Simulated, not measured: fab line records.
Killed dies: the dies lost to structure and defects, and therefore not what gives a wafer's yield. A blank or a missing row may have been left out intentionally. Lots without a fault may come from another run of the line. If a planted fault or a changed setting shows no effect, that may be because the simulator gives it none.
Which tool was responsible? + flow nandHarc + 6 lots, 18 wafers sampled, at 4 steps of a route of 1302

WHAT THE GAUGES READ, wafer by wafer
NHARC_P_ZERO_WELL_CD_MEAS_52 targets a cd of 2000 nm.
| lot  | measured    | on       | cdNm (nm)            |
|------|-------------|----------|----------------------|
| L924 | day 2 21:57 | cdSem-01 | 1999.7 2000.5 2000.6 |
| L928 | day 4 14:02 | cdSem-03 | 1998.8 2000.1 1997.6 |
| L930 | day 5 09:49 | cdSem-02 | 2000.9 1996.6 1996.6 |
| L932 | day 6 06:20 | cdSem-03 | 1997.6 2001.5 1996.8 |
| L935 | day 7 11:52 | cdSem-02 | 1997.2 2002.8 2000.7 |
| L939 | day 9 03:59 | cdSem-03 | 2001.5 1999.3 1996.9 |

WHAT TOOL EACH LOT RAN ON (gives the tool, then ch and the chambers of the sampled wafers, and finally the start)
| lot  | NHARC_P_ZERO_WELL_ETCH_62                   | NHARC_P_ZERO_WELL_ETCH_63      | NHARC_P_ZERO_WELL_EXPOSE_49     |
|------|---------------------------------------------|--------------------------------|---------------------------------|
| L924 | rieDiel-01 ch 0,3, day 2 17:43 or earlier   | rieSi-06 ch 0,2,3, day 2 17:43 | krfScanner-03 ch 0, day 2 21:48 |
| L928 | rieDiel-02 ch 0,1,2, day 4 09:47 or earlier | rieSi-06 ch 0,2,3, day 4 09:47 | krfScanner-03 ch 0, day 4 13:53 |
| L930 | rieDiel-01 ch 0,2, day 5 05:43 or earlier   | rieSi-01 ch 0,3, day 5 05:43   | krfScanner-02 ch 0, day 5 09:40 |
| L932 | rieDiel-01 ch 1,2, day 6 02:15 or earlier   | rieSi-05 ch 0,1, day 6 02:15   | krfScanner-03 ch 0, day 6 06:11 |
| L935 | rieDiel-01 ch 0,1, day 7 07:40 or earlier   | rieSi-06 ch 0,3, day 7 07:40   | krfScanner-04 ch 0, day 7 11:43 |
| L939 | rieDiel-01 ch 0,1,3, day 8 23:47 or earlier | rieSi-06 ch 1,2, day 8 23:47   | krfScanner-04 ch 0, day 9 03:50 |
- NHARC_P_ZERO_WELL_ETCH_62: etches the open film in CHF3/Ar, target depth 13 nm, time 6.5 s.
- NHARC_P_ZERO_WELL_ETCH_63: etches the open film in HBr/Cl2, target depth 120 nm, time 40.1 s.
- NHARC_P_ZERO_WELL_EXPOSE_49: exposes mask P HVPW, target cd 2000 nm.

THE ANSWER, worked out from the rows above alone
Rule: what is usual is taken from the lots themselves. The widest of any qualifying gaps counts: lots, ordered by their means at a reading, are off when they make up no more than a third of the lots, leave a main group of 4 or more, and stand apart from it by 3 or more times the standard deviation of that group's means. If all means in a main group match to the digits the tables above print for the reading, that group is not used. A lot without any number at a reading at which 4 lots or more have one is off too. The other lots that the step has rows for count as sound.
None of the lots is off at any reading shown; this tells nothing.

WHAT THE SIMULATOR HAD PUT IN
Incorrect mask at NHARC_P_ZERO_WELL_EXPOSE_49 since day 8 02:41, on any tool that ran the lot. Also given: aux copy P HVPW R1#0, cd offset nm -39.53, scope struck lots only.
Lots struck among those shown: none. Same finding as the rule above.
